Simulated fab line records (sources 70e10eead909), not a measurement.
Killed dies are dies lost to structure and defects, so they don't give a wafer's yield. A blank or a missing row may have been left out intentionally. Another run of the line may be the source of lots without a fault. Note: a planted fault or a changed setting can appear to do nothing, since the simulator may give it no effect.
Chamber matching    flow nandHarc    NHARC_A_DECK1_JOINT_CMP_13 on cmp-03: 4 sister chambers
The step polishes, target thk 51.023 nm. 18 wafers are shown with their chamber, then 9 later ones without.

WAFERS PAIRED WITH THEIR CHAMBERS
wafer   chamber  motorCurrentA (A)  timeToEndpointS (s)  slurryFlowMlMin
L077.1  2        11.7               5                    149.9
L077.2  1        13.0               7                    150.0
L077.4  3        12.5               4                    150.3
L078.2  2        11.5               6                    150.0
L078.5  0        11.3               10                   150.0
L078.6  3        11.6               6                    149.4
L080.2  3        12.5               7                    150.5
L080.4  1        12.2               11                   150.1
L080.6  0        11.8               13                   150.3
L087.1  1        13.3               8                    150.5
L087.2  2        10.7               8                    150.0
L087.5  0        11.2               11                   149.9
L088.1  2        10.8               8                    150.6
L088.3  3        11.7               6                    150.2
L088.4  0        11.1               10                   150.2
L089.1  0        11.4               9                    149.5
L089.5  0        11.8               9                    149.4
L089.6  3        12.6               8                    150.5

SIGNATURES, as means of the wafers listed above
reading          chamber 0  chamber 1  chamber 2  chamber 3  scatter within a chamber
motorCurrentA    11.433     12.833     11.175     12.180     0.447
timeToEndpointS  10.33      8.67       6.75       6.20       1.59
slurryFlowMlMin  149.883    150.200    150.125    150.180    0.373
Rule: for each reading, subtract the chamber's mean from the wafer's reading, divide by that reading's scatter and square the result; add these up over the readings and take the root, which gives the wafer's distance from the chamber. The wafer belongs to the nearest chamber; if the next one is less than 2 further off, it can't be placed. The scatter: take each reading less its chamber's mean, square it, sum over the shown wafers, divide by the number of wafers less the number of chambers, and take the root.

WAFERS WHOSE CHAMBER IS MISSING
wafer   motorCurrentA (A)  timeToEndpointS (s)  slurryFlowMlMin
L092.1  10.9               10                   150.2
L092.3  11.2               8                    149.6
L092.5  11.8               7                    149.3
L093.2  12.6               7                    149.6
L093.5  12.2               11                   149.6
L093.6  11.8               6                    149.5
L094.2  11.0               8                    149.8
L094.3  12.2               6                    149.9
L094.5  11.6               4                    149.8

CHAMBER TAKEN BY EACH
wafer   from the rows above                in truth
L092.1  can't be placed: 0 or 2            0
L092.3  can't be placed: 2 or 0 or 3       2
L092.5  can't be placed: 3 or 2 or 0 or 1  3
L093.2  can't be placed: 3 or 1 or 0 or 2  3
L093.5  can't be placed: 0 or 1 or 3 or 2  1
L093.6  can't be placed: 3 or 2 or 0 or 1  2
L094.2  can't be placed: 2 or 0 or 3       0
L094.3  can't be placed: 3 or 1 or 2       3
L094.5  can't be placed: 3 or 2 or 0       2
Placed correctly: 0 of 9. From these rows, 9 cannot be placed; in 9 the true chamber is one of the candidates. 0 placed wrongly.
